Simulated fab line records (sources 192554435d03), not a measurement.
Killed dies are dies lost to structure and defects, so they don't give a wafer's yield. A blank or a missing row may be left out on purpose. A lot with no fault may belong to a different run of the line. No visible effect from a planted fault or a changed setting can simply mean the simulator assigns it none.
Chamber matching    flow n5_finfet    N5_BEOL_M2_ALD_84 on ald_metal-04: 4 sister chambers
The step deposits TaN, pulse time 2 s, purge time 3 s, co reactant purge time 2 s. 8 wafers are shown with their chamber, then 12 later ones without.

WAFERS PAIRED WITH THEIR CHAMBERS
wafer   chamber  heater_power_w (W)  precursor_vessel_pressure_torr (Torr)
L083.6  3        414                 26.20
L090.2  3        419                 26.22
L093.2  2        401                 26.29
L093.4  0        345                 26.22
L093.5  2        411                 26.23
L091.2  1        404                 26.19
L091.4  0        348                 26.26
L091.5  1        394                 26.22

WAFERS WITHOUT THEIR CHAMBER
wafer   heater_power_w (W)  precursor_vessel_pressure_torr (Torr)
L094.3  411                 26.20
L094.4  406                 26.29
L094.5  400                 26.28
L095.2  405                 26.18
L095.3  340                 26.18
L095.5  347                 26.17
L096.2  400                 26.27
L096.4  414                 26.28
L096.6  404                 26.27
L097.2  423                 26.23
L097.3  395                 26.34
L097.5  352                 26.21

CHAMBER TAKEN BY EACH
wafer   from the rows above           in truth
L094.3  can't be placed: 3 or 1 or 2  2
L094.4  2                             2
L094.5  can't be placed: 2 or 1       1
L095.2  can't be placed: 1 or 3 or 2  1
L095.3  0                             0
L095.5  0                             0
L096.2  can't be placed: 2 or 1       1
L096.4  can't be placed: 2 or 3       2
L096.6  can't be placed: 2 or 1       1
L097.2  can't be placed: 3 or 2       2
L097.3  can't be placed: 2 or 1       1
L097.5  0                             0
4 of 12 placed correctly. Unplaceable from these rows: 8, with the true chamber sitting among the candidates in 8. Placed wrongly: 0.
How it was worked out, from the rows above alone: a wafer's distance from a chamber is the root of the sum, over the readings, of the square of ((its reading less the chamber's mean) divided by the reading's scatter). The wafer belongs to the nearest chamber; if the next one is less than 2 further off, it can't be placed. Each chamber's mean is taken over the wafers shown for it. The scatter is the square root of a quotient: the sum, over the shown wafers, of each reading's squared deviation from its chamber's mean, divided by wafers minus chambers.
